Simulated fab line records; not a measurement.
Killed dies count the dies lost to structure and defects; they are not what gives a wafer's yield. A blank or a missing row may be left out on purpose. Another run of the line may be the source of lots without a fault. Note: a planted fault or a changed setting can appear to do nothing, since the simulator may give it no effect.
Matching of chambers / flow nandHarc / NHARC_A_M1_ETCH_28 on rieDiel-11 has 4 sister chambers
The step etches the open film in CF4/N2, target depth 30 nm, time 72.99 s. 4 wafers are shown with their chamber, then 7 later ones without.

EACH WAFER AND ITS CHAMBER
wafer=L322.5; chamber=2; showerheadPlenumPTorr (Torr)=2.73
wafer=L322.6; chamber=3; showerheadPlenumPTorr (Torr)=2.51
wafer=L327.1; chamber=1; showerheadPlenumPTorr (Torr)=2.64
wafer=L327.3; chamber=0; showerheadPlenumPTorr (Torr)=2.48

WAFERS MISSING THEIR CHAMBER
wafer=L327.4; showerheadPlenumPTorr (Torr)=2.64
wafer=L328.3; showerheadPlenumPTorr (Torr)=2.73
wafer=L328.5; showerheadPlenumPTorr (Torr)=2.73
wafer=L328.6; showerheadPlenumPTorr (Torr)=2.64
wafer=L330.2; showerheadPlenumPTorr (Torr)=2.64
wafer=L330.3; showerheadPlenumPTorr (Torr)=2.48
wafer=L330.4; showerheadPlenumPTorr (Torr)=2.50

WHICH CHAMBER EACH ONE RAN IN
wafer=L327.4; from the rows above=1; in truth=1
wafer=L328.3; from the rows above=2; in truth=2
wafer=L328.5; from the rows above=2; in truth=2
wafer=L328.6; from the rows above=1; in truth=1
wafer=L330.2; from the rows above=1; in truth=1
wafer=L330.3; from the rows above=0; in truth=0
wafer=L330.4; from the rows above=3; in truth=3
Placed correctly: 7 of 7. Not placeable from these rows: 0. 0 placed wrongly.
How it was worked out, from the rows above alone: a wafer's distance from a chamber is the root of the sum, over the readings, of the square of ((its reading less the chamber's mean) divided by the reading's scatter). If the next closest chamber is less than 2 further off than the closest, the wafer can't be placed; otherwise it belongs to the closest. The mean given for a chamber averages the wafers shown for that chamber. The scatter: with one shown wafer a chamber, the root of the mean of the squares of how far each hidden wafer lies from its nearest shown one.
